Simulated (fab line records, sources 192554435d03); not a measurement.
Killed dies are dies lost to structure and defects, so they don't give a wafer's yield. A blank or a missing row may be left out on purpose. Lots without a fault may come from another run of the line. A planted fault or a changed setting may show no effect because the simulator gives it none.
A struck lot beside a sound one | flow n5_finfet | 15 steps out of a route of 1938
Sound: wafers L709.2, L709.3, L709.4. Struck: wafers L717.3, L717.4. (L717.6 of the same lot was not struck and is left out.) The cause comes at the end.
At each step with rows: each side's tool, then ch and its chambers, then its first start. Under that, the readings that differ: sound wafers | struck wafers | difference of the means | sigmas: that difference in standard deviations of wafers without a fault.
alike: readings whose means differ by less than 2 such deviations, and words and numbers that are the same on both sides. not compared: withheld readings, readings that some wafer has no value for, bounds like >300 that may hide the same value, and numbers for which the record gives no deviation and whose values overlap.
The two part at a step that has a row with sigmas, a row that says differs or no value, or rows on one side only. Numbers that don't overlap but have no deviation are shown without sigmas and don't part them. A reading that every wafer of one side lacks parts them only if that side has two wafers or more.

first, 6 steps without rows for these wafers: N5_BEOL_M2_COAT_22 (resist thk 30 nm); N5_BEOL_M2_EBR_24; N5_BEOL_M2_SOFTBAKE_23 (time 60 s); N5_BEOL_M2_EXPOSE_25 (exposes mask V1, defocus 5 nm); N5_BEOL_M2_PEB_26 (peb time 60 s); N5_BEOL_M2_DEVELOP_27 (develop time 30 s).
N5_BEOL_M2_CD_MEAS_28: target cd 26.2 nm, target cd y 24.1 nm.
  sound on cd_sem-01 ch 0, day 7 01:33; struck on cd_sem-03 ch 0, day 9 10:32
  alike: cd_nm
N5_BEOL_M2_OVL_MEAS_29:
  sound on overlay-02 ch 0, day 7 01:35; struck on overlay-01 ch 0, day 9 10:34
  alike: V1_OVL
N5_BEOL_M2_INSPECT_30: inspects for defects (brightfield).
  sound on defect_inspect-02, day 7 01:38; struck on defect_inspect-02, day 9 10:37
  alike: raw_defect_count
N5_BEOL_M2_DESCUM_33: chemistry O2, time 7 s.
  sound on rie_diel-02 ch 0,1,2, day 7 01:44; struck on rie_diel-04 ch 0,1, day 9 10:48
  alike: drypump_motor_current_A, oes_product_au, rf_vpp_V, showerhead_plenum_p_Torr, throttle_valve_pct
  not compared: rf_hours_counter_h
N5_BEOL_M2_ETCH_77: etches underlayer in N2/H2, target depth 6.5 nm, time 5.2 s.
  sound on rie_diel-02 ch 0,1,2, day 7 01:46; struck on rie_diel-04 ch 0,1, day 9 10:50
  alike: bias_w, drypump_motor_current_A, etch_rf_on_time_s, oes_product_au, rf_vpp_V, showerhead_plenum_p_Torr, throttle_valve_pct
  not compared: rf_hours_counter_h
N5_BEOL_M2_ETCH_69: etches SiARC in CF4, target depth 15.6 nm, time 26 s.
  sound on rie_diel-02 ch 0,1,2, day 7 01:47; struck on rie_diel-04 ch 0,1, day 9 10:51
  alike: bias_w, drypump_motor_current_A, etch_rf_on_time_s, oes_product_au, rf_vpp_V, showerhead_plenum_p_Torr, throttle_valve_pct
  not compared: rf_hours_counter_h
N5_BEOL_M2_ALD_98: deposits SiO2, target thk 2.5 nm, pulse time 1 s, co reactant pulse time 1 s.
  sound on ald_sin-01 ch 0,1,3, day 7 01:52; struck on ald_sin-01 ch 1,3, day 9 10:56
  reading                                  | sound       | struck  | difference | sigmas
  ald_cycles                               | 17 17 17    | 25 25   | +8         |
  model.SiO2_of_BEOL_M2_ALD_98.thk_nm (nm) | 2.6 2.4 2.6 | 3.6 3.6 | +1.1       |
  alike: heater_power_w, precursor_pulse_height_rel
N5_BEOL_M2_ETCHBACK_99: etches SiO2 in CHF3, target depth 5 nm, time 10.4 s.
  sound on rie_diel-02 ch 0,1,2, day 7 07:57; struck on rie_diel-02 ch 0,1, day 9 18:41
  alike: bias_w, drypump_motor_current_A, oes_product_au, rf_vpp_V, showerhead_plenum_p_Torr, throttle_valve_pct
  not compared: rf_hours_counter_h
N5_BEOL_M4_RC_MEAS_101:
  sound on prober-02 ch 0, day 8 20:32; struck on prober-02 ch 0, day 11 08:16
  alike: DIBL_N, DIBL_P, IOFF_N, IOFF_P, ION_N, ION_P, SS_N, SS_P, VT_N, VT_P

WHERE THEY PART
Nowhere in this record.

WHY: what the simulator had put in
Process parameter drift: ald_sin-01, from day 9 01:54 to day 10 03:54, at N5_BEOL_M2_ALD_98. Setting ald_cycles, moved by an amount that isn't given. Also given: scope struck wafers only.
